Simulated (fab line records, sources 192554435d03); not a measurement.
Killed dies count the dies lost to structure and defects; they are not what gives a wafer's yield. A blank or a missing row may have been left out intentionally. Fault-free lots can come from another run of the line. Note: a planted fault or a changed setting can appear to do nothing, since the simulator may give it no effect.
Split-lot trial	flow n5Finfet	on a route of 1938 steps: 7 lots, 39 wafers read

== THE SPLIT ==
At N5_MOL_CONTACT_COAG_ALD_133 (deposits SiO2, target thk 5 nm, pulse time 1 s, co reactant pulse time 1 s), the setting aldCycles was moved away from the recipe's 35 on 12 of the 39 wafers read, by +5.7% to +8.6%. The other wafers ran this setting at the recipe's value.

The split's own step is where the reading is taken.

== THE READING ==
SiO2_of_MOL_CONTACT_COAG_ALD_133.thkNm (the simulator's own value, which no gauge read), in nm, at N5_MOL_CONTACT_COAG_ALD_133 (deposits SiO2, target thk 5 nm, pulse time 1 s, co reactant pulse time 1 s). The file gives no usual value for it.

wafer	tool, chamber at the split	aldCycles as run	against the recipe	SiO2_of_MOL_CONTACT_COAG_ALD_133.thkNm, nm	against lot-mates on the recipe
L075.4	aldSin-01, 3,2,1	35	recipe	5	-
L075.5	aldSin-01, 3,2,1	35	recipe	5	-
L075.6	aldSin-01, 3,2,1	35	recipe	5	-
L077.1	aldSin-02, 2,0,2	37	+5.7%	5.2	+0.2
L077.3	aldSin-02, 2,0,2	37	+5.7%	5.2	+0.2
L077.6	aldSin-02, 2,0,2	37	+5.7%	5.2	+0.2
L077.2	aldSin-02, 1,3,1	35	recipe	5	-
L077.4	aldSin-02, 1,3,1	35	recipe	5	-
L077.5	aldSin-02, 1,3,1	35	recipe	5	-
L078.1	aldSin-02, 2,0,3,1,0,3	35	recipe	5	-
L078.2	aldSin-02, 2,0,3,1,0,3	35	recipe	5	-
L078.3	aldSin-02, 2,0,3,1,0,3	35	recipe	5	-
L078.4	aldSin-02, 2,0,3,1,0,3	35	recipe	5	-
L078.5	aldSin-02, 2,0,3,1,0,3	35	recipe	5	-
L078.6	aldSin-02, 2,0,3,1,0,3	35	recipe	5	-
L083.1	aldSin-01, 1,0,3,2,1,0	35	recipe	5	-
L083.2	aldSin-01, 1,0,3,2,1,0	35	recipe	5	-
L083.3	aldSin-01, 1,0,3,2,1,0	35	recipe	5	-
L083.4	aldSin-01, 1,0,3,2,1,0	35	recipe	5	-
L083.5	aldSin-01, 1,0,3,2,1,0	35	recipe	5	-
L083.6	aldSin-01, 1,0,3,2,1,0	35	recipe	5	-
L086.1	aldSin-01, 0,3,2	35	recipe	5	-
L086.3	aldSin-01, 0,3,2	35	recipe	5	-
L086.6	aldSin-01, 0,3,2	35	recipe	5	-
L086.2	aldSin-01, 2,1,1	37	+5.7%	5.2	+0.2
L086.4	aldSin-01, 2,1,1	37	+5.7%	5.2	+0.2
L086.5	aldSin-01, 2,1,1	37	+5.7%	5.2	+0.2
L091.1	aldSin-02, 0,2,1	37	+5.7%	5.2	+0.2
L091.3	aldSin-02, 0,2,1	37	+5.7%	5.2	+0.2
L091.6	aldSin-02, 0,2,1	37	+5.7%	5.2	+0.2
L091.2	aldSin-02, 1,3,0	35	recipe	5	-
L091.4	aldSin-02, 1,3,0	35	recipe	5	-
L091.5	aldSin-02, 1,3,0	35	recipe	5	-
L096.1	aldSin-02, 2,0,1	38	+8.6%	5.4	+0.4
L096.4	aldSin-02, 2,0,1	38	+8.6%	5.4	+0.4
L096.5	aldSin-02, 2,0,1	38	+8.6%	5.4	+0.4
L096.2	aldSin-02, 1,3,2	35	recipe	5	-
L096.3	aldSin-02, 1,3,2	35	recipe	5	-
L096.6	aldSin-02, 1,3,2	35	recipe	5	-
Where a row lists several chambers, the file gives one row for several wafers and doesn't say which wafer went through which chamber.

FIT RESULTS
A straight line over all 39 wafers: SiO2_of_MOL_CONTACT_COAG_ALD_133.thkNm changes by +0.0405 nm for each +1% of aldCycles; r = +0.99; the points scatter about the line by 0.021 nm.
The same after taking each lot's own level away (the mean of its wafers on the recipe; 39 wafers): +0.0405 nm for each +1%; r = +0.99; scatter 0.021 nm.
That fit puts the effect of the largest move of aldCycles on the reading at 0.35 nm.
The lots' own levels span 5.00 to 5.00 nm.
Consequently the slope shifts little with the lot-to-lot level, the two slopes agreeing.
Check: with one of the wafers moved furthest among these (+8.6%) left out of the fit, the line predicts +0.334 nm for it against its lot-mates. It came out at +0.4 nm against them.

== OTHER SPLITS APPLIED TO THESE WAFERS ==
These wafers also went through other splits before the reading. Each is held against what the fit with the lots' levels taken away leaves over:
other split on the same wafers	wafers away from the commonest value	r with SiO2_of_MOL_CONTACT_COAG_ALD_133.thkNm (lot level and that fit taken away)
N5_GATE_CUT_ETCH_37 biasW	15	-0.28

== THE FILE'S OWN FIT ==
SiO2_of_MOL_CONTACT_COAG_ALD_133.thkNm changes by +0.04 nm for each +1% of aldCycles, r = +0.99.
